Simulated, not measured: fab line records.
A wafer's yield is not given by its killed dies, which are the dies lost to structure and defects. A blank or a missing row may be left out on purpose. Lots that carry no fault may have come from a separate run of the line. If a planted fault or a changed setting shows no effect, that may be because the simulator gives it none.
A lot that was struck, set against a sound lot + flow nand-harc + 15 out of 1159 route steps
Sound: wafers L683.1, L683.3, L683.6. Struck: wafer L679.1 (left out: L679.4, L679.6 of the same lot, which were not struck); the cause appears at the end.
Each step with rows lists, per side, the tool, then ch with its chambers, then its first start. Under that, the readings that differ: sound wafers + struck wafers + difference of the means + sigmas: that difference in standard deviations of wafers without a fault.
alike: same words and numbers on both sides, and readings whose means sit less than 2 such deviations apart. not compared: any withheld reading, any reading some wafer has no value for, any bound like >300 that may hide the same value, and any number with overlapping values for which the record gives no deviation.
The two part at a step that has a row with sigmas, a row that says differs or no value, or rows on one side only. Numbers that don't overlap but have no deviation are shown without sigmas and don't part them. Lack of a reading on every wafer of one side parts them only where that side has two or more wafers.

first, 10 steps without rows for these wafers: NHARC_THIN_TSV_PVD_55 (deposits TiN, target thk 50 nm); NHARC_THIN_TSV_PVD_24 (deposits Al, target thk 800 nm); NHARC_THIN_TSV_DEHYDRATE_25 (time 120 s); NHARC_THIN_TSV_HMDS_26 (time 30 s); NHARC_THIN_TSV_COAT_27; NHARC_THIN_TSV_SOFTBAKE_28 (time 95 s); NHARC_THIN_TSV_EBR_29; NHARC_THIN_TSV_EXPOSE_30 (exposes mask PAD); NHARC_THIN_TSV_PEB_31 (peb time 85 s); NHARC_THIN_TSV_DEVELOP_32 (time 70 s).
NHARC_THIN_TSV_CD_MEAS_33: the cd target is 5000 nm.
  sound on cd-sem-01 ch 0, day 24 20:34; struck on cd-sem-03 ch 0, day 24 09:40
  alike: cd-nm
then, 1 step without rows for these wafers: NHARC_THIN_TSV_HARDBAKE_34 (time 80 s).
NHARC_THIN_TSV_DESCUM_35: chemistry O2, time 3 s.
  sound on rie-diel-12 ch 0,2,3, day 24 20:44; struck on rie-diel-01 ch 3, day 24 09:49
| reading          | sound          | struck | difference | sigmas |
|------------------|----------------|--------|------------|--------|
| run-length-s (s) | 24.1 23.8 23.9 | 22.2   | -1.7       | -6     |
  alike: drypump-motor-current-A, mfc-ar-sccm, oes-product-au, rf-vpp-V, showerhead-plenum-p-Torr, throttle-valve-pct
  not compared: rf-hours-counter-h
NHARC_THIN_TSV_ETCH_59: etches the open film in Cl2/BCl3, target depth 880 nm, time 138.1 s.
  sound on rie-metal-01 ch 0,1, day 24 20:51; struck on rie-metal-03 ch 1, day 24 09:57
  alike: drypump-motor-current-A, oes-product-au, throttle-valve-pct
  not compared: rf-hours-counter-h
NHARC_END_SORT_01:
  sound on prober-01 ch 0, day 25 09:09; struck on prober-02 ch 0, day 25 01:24
  alike: defect-limited-yield, killed-at-array, killed-at-other, killed-at-periphery, killed-dies, killed-open, killed-short, sort_bin_2_pct, sort_bin_3_pct, sort_bin_4_pct, sort-n-pass, sort-rim-yield-pct, sort-yield-pct

== WHERE THEY PART ==
NHARC_THIN_TSV_DESCUM_35 only, going by this record. Later steps at which nothing parts them and some readings are alike: NHARC_THIN_TSV_ETCH_59, NHARC_END_SORT_01.

WHY: what had been put in by the simulator
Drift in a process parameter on rie-diel-01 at NHARC_THIN_TSV_DESCUM_35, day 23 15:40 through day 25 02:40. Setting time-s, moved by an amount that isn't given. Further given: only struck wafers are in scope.
